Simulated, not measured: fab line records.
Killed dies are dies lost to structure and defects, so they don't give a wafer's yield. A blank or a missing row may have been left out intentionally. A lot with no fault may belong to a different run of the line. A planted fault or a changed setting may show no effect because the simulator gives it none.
Matching of chambers ; flow n5Finfet ; aldHk-01 running N5_HKMG_FIN_HK_ALD_01: 4 sister chambers
The step deposits HfO2, target thk 1.6 nm, pulse time 3 s, purge time 3 s. 8 wafers are shown with their chamber, then 9 later ones without.

## WAFERS PAIRED WITH THEIR CHAMBERS
wafer;chamber;precursorPulseHeightRel
L084.6;1;1.000
L089.2;0;1.035
L090.1;3;0.990
L090.3;0;1.010
L090.6;3;1.018
L093.1;1;1.034
L093.4;2;0.981
L093.5;2;1.003

## WAFERS MISSING THEIR CHAMBER
wafer;precursorPulseHeightRel
L094.2;0.999
L094.3;1.035
L094.4;1.008
L095.1;1.009
L095.3;1.017
L095.4;0.994
L097.1;1.041
L097.4;0.994
L097.5;1.001

## EACH ONE'S CHAMBER
wafer;from the rows above;in truth
L094.2;can't be placed: 3 or 2 or 1 or 0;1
L094.3;can't be placed: 0 or 1 or 3 or 2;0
L094.4;can't be placed: 3 or 1 or 0 or 2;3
L095.1;can't be placed: 3 or 1 or 0 or 2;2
L095.3;can't be placed: 1 or 0 or 3 or 2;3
L095.4;can't be placed: 2 or 3 or 1 or 0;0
L097.1;can't be placed: 0 or 1 or 3 or 2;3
L097.4;can't be placed: 2 or 3 or 1 or 0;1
L097.5;can't be placed: 3 or 2 or 1 or 0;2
Correctly placed: 0 of 9. Can't be placed from these rows: 9 (the true chamber is among the candidates in 9). Number placed wrongly: 0.
How it was worked out, from the rows above alone: a wafer's distance from a chamber is the root of the sum, over the readings, of the square of ((its reading less the chamber's mean) divided by the reading's scatter). The wafer belongs to the nearest chamber; if the next one is less than 2 further off, it can't be placed. Each chamber's mean is taken over the wafers shown for it. The scatter is the square root of a quotient: the sum, over the shown wafers, of each reading's squared deviation from its chamber's mean, divided by wafers minus chambers.
